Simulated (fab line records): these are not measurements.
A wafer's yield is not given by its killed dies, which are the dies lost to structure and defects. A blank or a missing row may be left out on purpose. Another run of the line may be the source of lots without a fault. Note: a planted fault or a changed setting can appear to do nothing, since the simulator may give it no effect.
Chamber matching :: flow n5 finfet :: 3 sister chambers for N5_BEOL_M11_CURE_72 on uv cure-03
The step cures SiCOH lowk, time 120 s. 20 wafers are shown with their chamber, then 10 later ones without.

WAFERS PAIRED WITH THEIR CHAMBERS
wafer: L077.2
chamber: 2
wafer_temp_C_max: 371.5
lamp power pct (%): 52.38

wafer: L077.5
chamber: 2
wafer_temp_C_max: 371.1
lamp power pct (%): 52.31

wafer: L077.6
chamber: 2
wafer_temp_C_max: 371.9
lamp power pct (%): 52.38

wafer: L079.1
chamber: 1
wafer_temp_C_max: 372.4
lamp power pct (%): 52.26

wafer: L079.3
chamber: 1
wafer_temp_C_max: 373.9
lamp power pct (%): 52.33

wafer: L079.4
chamber: 1
wafer_temp_C_max: 373.5
lamp power pct (%): 52.25

wafer: L081.1
chamber: 2
wafer_temp_C_max: 371.3
lamp power pct (%): 52.32

wafer: L081.5
chamber: 2
wafer_temp_C_max: 372.4
lamp power pct (%): 52.42

wafer: L081.6
chamber: 2
wafer_temp_C_max: 371.1
lamp power pct (%): 52.35

wafer: L083.2
chamber: 0
wafer_temp_C_max: 371.2
lamp power pct (%): 52.32

wafer: L083.4
chamber: 0
wafer_temp_C_max: 370.8
lamp power pct (%): 52.32

wafer: L083.5
chamber: 0
wafer_temp_C_max: 371.1
lamp power pct (%): 52.28

wafer: L084.2
chamber: 1
wafer_temp_C_max: 372.3
lamp power pct (%): 52.38

wafer: L084.5
chamber: 1
wafer_temp_C_max: 372.4
lamp power pct (%): 52.26

wafer: L084.6
chamber: 1
wafer_temp_C_max: 372.3
lamp power pct (%): 52.28

wafer: L085.2
chamber: 2
wafer_temp_C_max: 371.3
lamp power pct (%): 52.37

wafer: L085.3
chamber: 2
wafer_temp_C_max: 371.3
lamp power pct (%): 52.35

wafer: L085.4
chamber: 2
wafer_temp_C_max: 371.5
lamp power pct (%): 52.36

wafer: L089.1
chamber: 2
wafer_temp_C_max: 370.4
lamp power pct (%): 52.25

wafer: L089.3
chamber: 2
wafer_temp_C_max: 371.1
lamp power pct (%): 52.29

SIGNATURES (means of the wafers above)
reading: wafer_temp_C_max
chamber 0: 371.033
chamber 1: 372.800
chamber 2: 371.355
scatter within a chamber: 0.551

reading: lamp power pct
chamber 0: 52.3067
chamber 1: 52.2933
chamber 2: 52.3436
scatter within a chamber: 0.0467
Rule: distance of a wafer from a chamber = root of the sum over the readings of ((wafer's reading minus chamber's mean) / reading's scatter) squared. The wafer belongs to the nearest chamber; if the next one is less than 2 further off, it can't be placed. How the scatter is found: for the shown wafers, subtract from each reading the mean of its chamber, square and add these, divide the total by (wafers less chambers), then take the root.

WAFERS WITHOUT THEIR CHAMBER
wafer: L089.4
wafer_temp_C_max: 371.0
lamp power pct (%): 52.28

wafer: L093.3
wafer_temp_C_max: 371.3
lamp power pct (%): 52.36

wafer: L093.4
wafer_temp_C_max: 371.1
lamp power pct (%): 52.27

wafer: L093.5
wafer_temp_C_max: 370.8
lamp power pct (%): 52.30

wafer: L094.1
wafer_temp_C_max: 371.1
lamp power pct (%): 52.30

wafer: L094.4
wafer_temp_C_max: 371.7
lamp power pct (%): 52.35

wafer: L094.6
wafer_temp_C_max: 371.2
lamp power pct (%): 52.27

wafer: L095.1
wafer_temp_C_max: 371.1
lamp power pct (%): 52.33

wafer: L095.3
wafer_temp_C_max: 371.0
lamp power pct (%): 52.24

wafer: L095.4
wafer_temp_C_max: 371.6
lamp power pct (%): 52.33

EACH ONE'S CHAMBER
wafer: L089.4
from the rows above: can't be placed: 0 or 2
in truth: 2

wafer: L093.3
from the rows above: can't be placed: 2 or 0
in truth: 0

wafer: L093.4
from the rows above: can't be placed: 0 or 2
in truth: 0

wafer: L093.5
from the rows above: can't be placed: 0 or 2
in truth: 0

wafer: L094.1
from the rows above: can't be placed: 0 or 2
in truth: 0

wafer: L094.4
from the rows above: can't be placed: 2 or 0 or 1
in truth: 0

wafer: L094.6
from the rows above: can't be placed: 0 or 2
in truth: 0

wafer: L095.1
from the rows above: can't be placed: 0 or 2
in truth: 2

wafer: L095.3
from the rows above: can't be placed: 0 or 2
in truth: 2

wafer: L095.4
from the rows above: can't be placed: 2 or 0 or 1
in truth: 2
Placed correctly: 0 of 10. These rows do not allow placing 10 (true chamber among the candidates in 10). 0 placed wrongly.
